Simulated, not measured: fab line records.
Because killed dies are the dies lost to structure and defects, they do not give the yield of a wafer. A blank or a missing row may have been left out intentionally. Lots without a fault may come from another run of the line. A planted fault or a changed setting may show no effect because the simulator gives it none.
A struck lot beside a sound one + flow n5_finfet + 15 steps out of a route of 1938
Sound: the wafers L939.2, L939.3, L939.5. Struck: wafers L950.2, L950.5. (L950.1 of the same lot was not struck and is left out.) The cause comes at the end.
Order at every step that has rows: each side's tool, ch and its chambers, its first start. Under that, the readings that differ: sound wafers + struck wafers + difference of the means + sigmas: that difference in standard deviations of wafers without a fault.
alike: readings whose means differ by less than 2 such deviations, and words and numbers that are the same on both sides. not compared: withheld readings, readings that some wafer has no value for, bounds like >300 that may hide the same value, and numbers for which the record gives no deviation and whose values overlap.
A row with sigmas, a row that says differs or no value, or rows on one side alone: a step with any of these is where the two part. Numbers that don't overlap but have no deviation are shown without sigmas and don't part them. Lack of a reading on every wafer of one side parts them only where that side has two or more wafers.

first, 2 steps without rows for these wafers: N5_BEOL_M10_PEB_26 (peb time 60 s); N5_BEOL_M10_DEVELOP_27 (develop time 30 s).
N5_BEOL_M10_CD_MEAS_28 targets a cd of 70 nm.
  sound on cd_sem-02 ch 0, day 12 18:55; struck on cd_sem-02 ch 0, day 15 21:14
  alike: cd_nm
N5_BEOL_M10_OVL_MEAS_29:
  sound on overlay-01 ch 0, day 12 18:56; struck on overlay-02 ch 0, day 15 21:16
  alike: V9_OVL
N5_BEOL_M10_INSPECT_30: inspects for defects (brightfield).
  struck on defect_inspect-01, day 15 21:18; sound on defect_inspect-01, day 12 18:58
  alike: raw_defect_count
N5_BEOL_M10_DESCUM_33: chemistry O2, time 7.9 s.
  sound on rie_diel-01 ch 1,2,3, day 12 19:00; struck on rie_diel-02 ch 1, day 15 21:20
| reading                         | sound          | struck    | difference | sigmas |
|---------------------------------|----------------|-----------|------------|--------|
| showerhead_plenum_p_Torr (Torr) | 2.06 2.19 2.16 | 1.97 1.97 | -0.17      | -2     |
  alike: drypump_motor_current_A, oes_product_au, rf_vpp_V, temp_c, throttle_valve_pct
  not compared: rf_hours_counter_h
N5_BEOL_M10_ETCH_65: etches SiARC in CF4, target depth 39 nm, time 65 s.
  sound on rie_diel-01 ch 1,2,3, day 12 19:02; struck on rie_diel-02 ch 1, day 15 21:22
| reading                         | sound          | struck    | difference | sigmas |
|---------------------------------|----------------|-----------|------------|--------|
| showerhead_plenum_p_Torr (Torr) | 2.11 2.20 2.17 | 2.02 2.02 | -0.14      | -2     |
  alike: bias_w, cf4_flow_sccm, drypump_motor_current_A, etch_rf_on_time_s, mfc_ar_sccm, oes_product_au, rf_vpp_V, throttle_valve_pct
  not compared: rf_hours_counter_h
N5_BEOL_M10_ETCH_66: etches SOC in N2/H2, target depth 120 nm, overetch 24 nm, time 180 s.
  sound on rie_diel-01 ch 1,2,3, day 12 19:05; struck on rie_diel-02 ch 1, day 15 21:25
| reading      | sound             | struck      | difference | sigmas |
|--------------|-------------------|-------------|------------|--------|
| rf_vpp_V (V) | 523.8 526.0 525.6 | 519.1 520.3 | -5.4       | -2     |
  alike: bias_w, drypump_motor_current_A, oes_product_au, showerhead_plenum_p_Torr, temp_c, throttle_valve_pct
  not compared: rf_hours_counter_h
then, 1 step without rows for these wafers: N5_BEOL_M10_STRIP_69 (strips in N2/H2).
N5_BEOL_M10_VIA_ETCH_34: etches SiCOH lowk in C4F6/O2, target depth 184.5 nm, time 69.2 s.
  sound on rie_diel-01 ch 1,2,3, day 12 19:13; struck on rie_diel-02 ch 1, day 15 21:33
  alike: O2_flow_sccm, bias_w, drypump_motor_current_A, mfc_ar_sccm, oes_product_au, rf_vpp_V, showerhead_plenum_p_Torr, throttle_valve_pct
  not compared: rf_hours_counter_h
then, 1 step without rows for these wafers: N5_BEOL_M10_STRIP_73 (strips in C4F6/O2).
N5_BEOL_M10_STRIP_36: strips in N2/H2.
  sound on rie_diel-01 ch 1,2,3, day 12 19:16; struck on rie_diel-02 ch 1, day 15 21:37
  alike: drypump_motor_current_A, oes_product_au, rf_vpp_V, showerhead_plenum_p_Torr, temp_c, throttle_valve_pct
  not compared: rf_hours_counter_h
N5_BEOL_M10_TRENCH_ETCH_37: etches SiCOH lowk in C4F6/O2, target depth 148.83 nm, time 48 s.
  sound on rie_diel-01 ch 1,2,3, day 12 19:19; struck on rie_diel-02 ch 1, day 15 21:39
| reading      | sound             | struck      | difference | sigmas |
|--------------|-------------------|-------------|------------|--------|
| bias_w (W)   | 184.5 184.2 184.9 | 194.0 194.7 | +9.8       | +16    |
| rf_vpp_V (V) | 661 684 665       | 712 710     | +41        | +2     |
  alike: O2_flow_sccm, drypump_motor_current_A, mfc_ar_sccm, oes_product_au, showerhead_plenum_p_Torr, throttle_valve_pct
  not compared: rf_hours_counter_h
then, 1 step without rows for these wafers: N5_BEOL_M10_ETCH_41 (etches SiCN in CH3F/O2, target depth 42.6 nm, time 86 s).
-- the record jumps here: 2 days lie between the struck wafers' starts before and after (it left off in module BEOL_M10 and takes up again in module PASSIVATION, whose first step shown is number 1936 of the route) --
N5_PASSIVATION_PROBE_49:
  struck on prober-01, day 18 06:25; sound on prober-02, day 15 03:20
| reading              | sound          | struck    | difference | sigmas |
|----------------------|----------------|-----------|------------|--------|
| sort_bin_8_speed (%) | 0 0 0          | 15.0 0    | +7.5       | +6     |
| sort_n_pass          | 1089 1092 1059 | 897 1094  | -84        | -4     |
| sort_yield_pct (%)   | 92.3 92.5 89.7 | 76.0 92.7 | -7.2       | -4     |
  alike: defect_limited_yield, killed_at_M0_to_M3, killed_at_M4_up, killed_at_contacts, killed_at_front_end, killed_at_other, killed_dies, killed_open, killed_short, sort_bin_5_function, sort_bin_6_memory

== WHERE THEY PART ==
First at N5_BEOL_M10_DESCUM_33; last, within this record, at N5_PASSIVATION_PROBE_49.

WHY: the cause the simulator had injected
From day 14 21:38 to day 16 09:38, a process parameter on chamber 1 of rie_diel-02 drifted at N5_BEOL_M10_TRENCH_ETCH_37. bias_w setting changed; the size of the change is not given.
